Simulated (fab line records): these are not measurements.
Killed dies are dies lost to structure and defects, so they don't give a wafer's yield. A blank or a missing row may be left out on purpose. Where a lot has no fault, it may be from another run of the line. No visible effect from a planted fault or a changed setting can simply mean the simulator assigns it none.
Struck lot and sound lot, side by side || flow nand harc || 38 steps out of a route of 1302
Sound: the wafers L342.2, L342.3, L342.5. Struck: wafer L332.2 (left out: L332.6, a lot-mate that was not struck); the cause follows at the end.
Each step with rows lists, per side, the tool, then ch with its chambers, then its first start. Under that, the readings that differ: sound wafers || struck wafers || difference of the means || sigmas: that difference in standard deviations of wafers without a fault.
alike: readings with means less than 2 such deviations apart, plus words and numbers identical on both sides. not compared: withheld readings, readings lacking a value on some wafer, bounds such as >300 that could conceal the same value, and numbers that have no deviation in the record and whose values overlap.
Wherever a step has rows on one side only, a row that says differs or no value, or a row with sigmas, the two part there. Numbers that don't overlap but have no deviation are shown without sigmas and don't part them. Lack of a reading on every wafer of one side parts them only where that side has two or more wafers.

NHARC_A_STAIRCASE_STRIP_316: strips in O2.
  sound: rie diel-13 ch 0,1,2; struck: rie diel-02 ch 1
{"reading": "drypump motor current A (A)", "sound": "5.6 5.0 5.6", "struck": 6.4, "difference": "+1.0", "sigmas": "+2"}
  alike: oes product au, rf vpp V, showerhead plenum p Torr, throttle valve pct
  not compared: rf hours counter h
then, 3 steps without rows for these wafers: NHARC_A_STAIRCASE_STRIP_317 (strips in SPM, time 900 s); NHARC_A_STAIRCASE_PRECLEAN_318 (cleans in SC1); NHARC_A_STAIRCASE_SRD_329.
NHARC_A_STAIRCASE_ALD_415: deposits SiO2, target thk 30 nm, pulse time 6 s, ald cycles 300.
  sound on ald hk-01 ch 1,2,3, day 25 11:18; struck on ald hk-01 ch 2, day 20 12:56
  alike: heater power w, precursor pulse height rel
NHARC_A_STAIRCASE_ETCHBACK_416: etches the open film in C4F8/O2/Ar, target depth 36 nm, time 7.2 s.
  sound: rie diel-11 ch 1,2,3; struck: rie diel-11 ch 1
  alike: oes product au, rf vpp V
  not compared: rf hours counter h
NHARC_A_STAIRCASE_STRIP_476: strips in O2, time 20 s.
  sound on rie diel-11 ch 0,2,3, day 25 13:28; struck on rie diel-11 ch 3, day 20 14:53
{"reading": "throttle valve pct (%)", "sound": "17.033 17.021 17.040", "struck": 17.052, "difference": "+0.021", "sigmas": "+2"}
  alike: drypump motor current A, oes product au, rf vpp V, showerhead plenum p Torr
  not compared: rf hours counter h
then, 4 steps without rows for these wafers: NHARC_A_STAIRCASE_DEP_417 (deposits Si3N4, target thk 60 nm); NHARC_A_STAIRCASE_WET_418 (chemistry H3PO4, target depth 20 nm); NHARC_A_STAIRCASE_PRECLEAN_419 (cleans in SC1); NHARC_A_STAIRCASE_SRD_421.
NHARC_A_STAIRCASE_ALD_420: deposits SiO2, target thk 20 nm, pulse time 6 s, ald cycles 200.
  sound on ald hk-04 ch 0,1,3, day 25 16:17; struck on ald hk-02 ch 0, day 20 17:50
  alike: heater power w, precursor pulse height rel
then, 1 step without rows for these wafers: NHARC_A_STAIRCASE_CVD_552 (deposits SiNx, target thk 40 nm).
NHARC_A_STAIRCASE_DEP_151: deposits SiO2, target thk 7200 nm.
  sound on pecvd-03 ch 0,1, day 26 02:07; struck on pecvd-04 ch 1, day 21 01:17
{"reading": "mfc precursor sccm (sccm)", "sound": "199.4 200.3 198.9", "struck": 200.8, "difference": "+1.3", "sigmas": "+2"}
  alike: heater power w
then, 22 steps without rows for these wafers: NHARC_A_STAIRCASE_ANNEAL_320 (time 1800 s); NHARC_A_STAIRCASE_DEP_322 (deposits SiO2, target thk 7200 nm); NHARC_A_STAIRCASE_ANNEAL_323 (time 1800 s); NHARC_A_STAIRCASE_DEP_325 (deposits SiO2, target thk 7200 nm); NHARC_A_STAIRCASE_ANNEAL_326 (time 1800 s); NHARC_A_STAIRCASE_DEHYDRATE_433 (time 120 s); NHARC_A_STAIRCASE_HMDS_434 (time 30 s); NHARC_A_STAIRCASE_COAT_435; NHARC_A_STAIRCASE_SOFTBAKE_436 (time 170 s); NHARC_A_STAIRCASE_EBR_437; NHARC_A_STAIRCASE_EXPOSE_438 (exposes mask STAIR REV); NHARC_A_STAIRCASE_PEB_439 (peb time 130 s); NHARC_A_STAIRCASE_DEVELOP_440 (time 140 s); NHARC_A_STAIRCASE_HARDBAKE_442 (time 140 s); NHARC_A_STAIRCASE_DESCUM_443 (chemistry O2, time 3 s); NHARC_A_STAIRCASE_ETCH_444 (etches the open film in C4F8/O2, target depth 20400 nm, time 6800 s); NHARC_A_STAIRCASE_STRIP_446 (strips in O2); NHARC_A_STAIRCASE_STRIP_447 (strips in SPM, time 900 s); NHARC_A_STAIRCASE_PRECLEAN_448 (cleans in SC1); NHARC_A_STAIRCASE_SRD_449; NHARC_A_STAIRCASE_CMP_450 (polishes SiO2, target thk 200 nm); NHARC_A_STAIRCASE_CMP_152 (polishes).
NHARC_A_SGD_CUT_DEP_00: deposits SiNx, target thk 50 nm.
  sound on pecvd-03 ch 0,1,2, day 27 12:10; struck on pecvd-04 ch 0, day 22 12:49
{"reading": "hold", "sound": "- - -", "struck": "await dispo/4.5h/release", "difference": "no value on the sound wafers", "sigmas": ""}
  alike: heater power w
-- the record jumps here: 6 days lie between the struck wafers' starts before and after (it left off in module A_SGD_CUT and takes up again in module END, whose first step shown is number 1302 of the route) --
NHARC_END_SORT_01:
  here the record holds rows for the struck wafers (prober-01 ch 0, day 28 13:13) but none for the sound ones

== WHERE THEY PART ==
First at NHARC_A_STAIRCASE_STRIP_316; last, within this record, at NHARC_END_SORT_01.

WHY: whatever the simulator had introduced
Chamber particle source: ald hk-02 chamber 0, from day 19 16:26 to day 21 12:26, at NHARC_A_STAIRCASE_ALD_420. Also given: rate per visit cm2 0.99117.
